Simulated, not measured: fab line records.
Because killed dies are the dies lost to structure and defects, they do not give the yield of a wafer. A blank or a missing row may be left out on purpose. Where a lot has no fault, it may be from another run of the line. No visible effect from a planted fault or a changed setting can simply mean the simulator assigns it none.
One fault through the eyes of 3 desks + flow n5-finfet + numbers are kept per desk, each desk with only its own; the story behind them comes last

TOOL OWNER'S DESK, rie-diel-02
The tool's own readings at N5_BEOL_M10_TRENCH_ETCH_37 (etches SiCOH lowk in C4F6/O2, target depth 148.83 nm, time 48 s): means of the sampled wafers that have a number, for each lot that ran on this tool. If a lot's mean is further than 4 standard deviations from the usual mean, the lot is out of limits and carries the mark OUT (the distance appears in the brackets).
Columns: A = bias-w at N5_BEOL_M10_TRENCH_ETCH_37, usual 185.0 W; B = drypump-motor-current-A at N5_BEOL_M10_TRENCH_ETCH_37, usual 5.8 A; C = oes-product-au at N5_BEOL_M10_TRENCH_ETCH_37, usual 0.77 a.u.; D = rf-vpp-V at N5_BEOL_M10_TRENCH_ETCH_37, usual 666 V; E = showerhead-plenum-p-Torr at N5_BEOL_M10_TRENCH_ETCH_37, usual 2.85 Torr; F = throttle-valve-pct at N5_BEOL_M10_TRENCH_ETCH_37, usual 21.01 %
| lot  | first seen here | A                | B   | C    | D   | E    | F     |
|------|-----------------|------------------|-----|------|-----|------|-------|
| L936 | day 12 05:40    | 184.8            | 5.6 | 0.73 | 668 | 2.80 | 21.10 |
| L938 | day 12 17:01    | 185.3            | 5.8 | 0.72 | 687 | 2.76 | 20.95 |
| L941 | day 13 10:37    | 184.7            | 5.6 | 0.71 | 668 | 2.79 | 21.11 |
| L944 | day 14 14:23    | 184.7            | 5.6 | 0.71 | 668 | 2.79 | 21.13 |
| L948 | day 15 04:52    | 187.9 (+4.7) OUT | 5.9 | 0.76 | 685 | 2.77 | 21.01 |
This desk's verdict: out of limits on L948, starting with L948 at day 15 04:52 (bias-w at N5_BEOL_M10_TRENCH_ETCH_37). In limits: L936, L938, L941, L944.

AT THE METROLOGY DESK
What the gauges read for every lot (on any tool): the sampled wafers with a number, averaged. If a lot's mean is further than 4 standard deviations from the usual mean, the lot is out of limits and carries the mark OUT (the distance appears in the brackets).
Columns: A = cd-nm at N5_BEOL_M10_CD_MEAS_18, usual 70.1 nm
| lot  | first seen here | A    |
|------|-----------------|------|
| L931 | day 11 01:16    | 69.1 |
| L935 | day 12 00:33    | 70.0 |
| L934 | day 12 00:57    | 70.8 |
| L936 | day 12 04:16    | 70.4 |
| L938 | day 12 13:44    | 70.7 |
| L937 | day 12 13:53    | 69.1 |
| L939 | day 12 18:17    | 69.9 |
| L941 | day 13 09:37    | 70.3 |
| L942 | day 13 17:35    | 71.0 |
| L944 | day 14 12:10    | 70.5 |
| L948 | day 15 02:10    | 69.2 |
Result from this desk: across the 11 lots, nothing is out of limits.

THE DEFECT DESK
What the inspections along the route counted, lot by lot: means of the sampled wafers that have a number. If a lot's mean is further than 4 standard deviations from the usual mean, the lot is out of limits and carries the mark OUT (the distance appears in the brackets).
Columns: A = raw-defect-count at N5_BEOL_M10_INSPECT_30, usual 411
| lot  | first seen here | A   |
|------|-----------------|-----|
| L931 | day 11 03:04    | 405 |
| L935 | day 12 01:08    | 384 |
| L934 | day 12 01:17    | 369 |
| L936 | day 12 05:18    | 276 |
| L937 | day 12 16:30    | 350 |
| L938 | day 12 16:40    | 350 |
| L939 | day 12 18:58    | 435 |
| L941 | day 13 10:05    | 429 |
| L942 | day 13 18:47    | 388 |
| L944 | day 14 14:02    | 397 |
| L948 | day 15 04:17    | 288 |
Result from this desk: across the 11 lots, nothing is out of limits.

BROUGHT TOGETHER
An alarm could have come from the tool owner's desk at day 15 04:52, on L948.
At the metrology desk, nothing out of limits was observed.
Nothing the defect desk looked at was out of limits.
The metrology desk holds a record of L948, inside its limits.
The defect desk has L948 on record, within its limits.
Every lot named ran N5_BEOL_M10_TRENCH_ETCH_37 on rie-diel-02.

WHAT HAD BEEN PUT IN BY THE SIMULATOR
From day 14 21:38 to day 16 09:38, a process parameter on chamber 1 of rie-diel-02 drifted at N5_BEOL_M10_TRENCH_ETCH_37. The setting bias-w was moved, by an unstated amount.
Struck lots among those shown: L948.
Hours from the fault's start to each desk's first reading out of limits: the tool owner's desk, 7.
